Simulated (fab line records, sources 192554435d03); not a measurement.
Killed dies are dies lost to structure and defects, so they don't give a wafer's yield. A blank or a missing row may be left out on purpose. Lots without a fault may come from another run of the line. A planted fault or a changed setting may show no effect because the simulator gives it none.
Problem report in the 8D (eight disciplines) form, filled by code | flow n5_finfet | the parts of the form that need people (team, actions taken, sign-off) are left out

1. THE PROBLEM
HMC_CMP_THK at N5_PMOS_HMC_CHANNEL_EPI_THK_MEAS_22 reads a mean of 47.0 nm on 6 wafers of 2 lots; wafers without a fault read 54.1 nm with a standard deviation of 0.5. That is -14 standard deviations from the usual mean.
First seen on wafer L966.1, day 5 19:24, on film_metro-02. The record holds 27 wafers of 9 lots with a number at this step. Rule for "out", or "out of limits": more than 4 standard deviations from the usual mean. The other wafers with a number count as sound.

2. WHAT IT IS AND WHAT IT IS NOT
question                    | is                           | is not
which readings at this step | HMC_CMP_THK                  | -
which lots                  | L966, L969                   | L951, L954, L958, L959, L960, L971, L973
which wafers of those lots  | all that have a number       | -
read on which gauges        | film_metro-01, film_metro-02 | -
when                        | from day 5 19:24             | up to then (15 sound wafers); but 6 sound wafers of L971, L973 came after

3. SUSPECTS, AND WHAT RULES EACH OUT
Counting: a tool at a process step up to the reading stays a suspect if it ran every lot that is out and no sound lot after the first of them.
- the gauge at N5_PMOS_HMC_CHANNEL_EPI_THK_MEAS_22: ruled out. The wafers that are out were read on 2 gauges (film_metro-01, film_metro-02).
- epi_rpcvd-03 at N5_PMOS_HMC_CHANNEL_EPI_EPI_20 (deposits SiGe30, target thk 59 nm): kept. It ran every lot that is out, first L966 (day 5 17:45), and no sound lot after that; its last sound lot up to then is L958 (day 3 18:41).
Left after counting: epi_rpcvd-03 at N5_PMOS_HMC_CHANNEL_EPI_EPI_20.

4. THE CAUSE (what the simulator had put in)
Site profile drift: epi_rpcvd-03, from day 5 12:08 on, at N5_PMOS_HMC_CHANNEL_EPI_EPI_20. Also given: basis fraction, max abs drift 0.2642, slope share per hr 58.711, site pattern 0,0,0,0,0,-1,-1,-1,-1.
Counting left only this tool.

5. THE CHAIN OF EFFECTS, in route order
Each row: a reading whose mean over the struck wafers that have a number lies more than 3 standard deviations from the usual. Only readings for which the record gives a usual standard deviation are gone through. hours: the time from each lot's start at the first step in this table that gives one to its start at this step, as a median over the lots. sigmas: the change in usual standard deviations.
hours | step                                | reading     | usual   | on struck wafers | change | sigmas
0     | N5_PMOS_HMC_CHANNEL_EPI_THK_MEAS_22 | HMC_CMP_THK | 54.1 nm | 47.0             | -7.1   | -14
Later measuring or inspecting steps at which every struck wafer that the step has a row for has a number for every such reading, and none has moved that far: N5_BEOL_M4_RC_MEAS_101.

6. WHAT WOULD HAVE CAUGHT IT SOONER
In this record the first reading out of limits at a measuring or inspecting step was taken at day 5 19:24, 7 hours after the fault began at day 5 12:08.
Of the lots that are out (2), L969 began N5_PMOS_HMC_CHANNEL_EPI_EPI_20 on epi_rpcvd-03 after day 5 19:24. A hold on the tool at that time would have spared it.
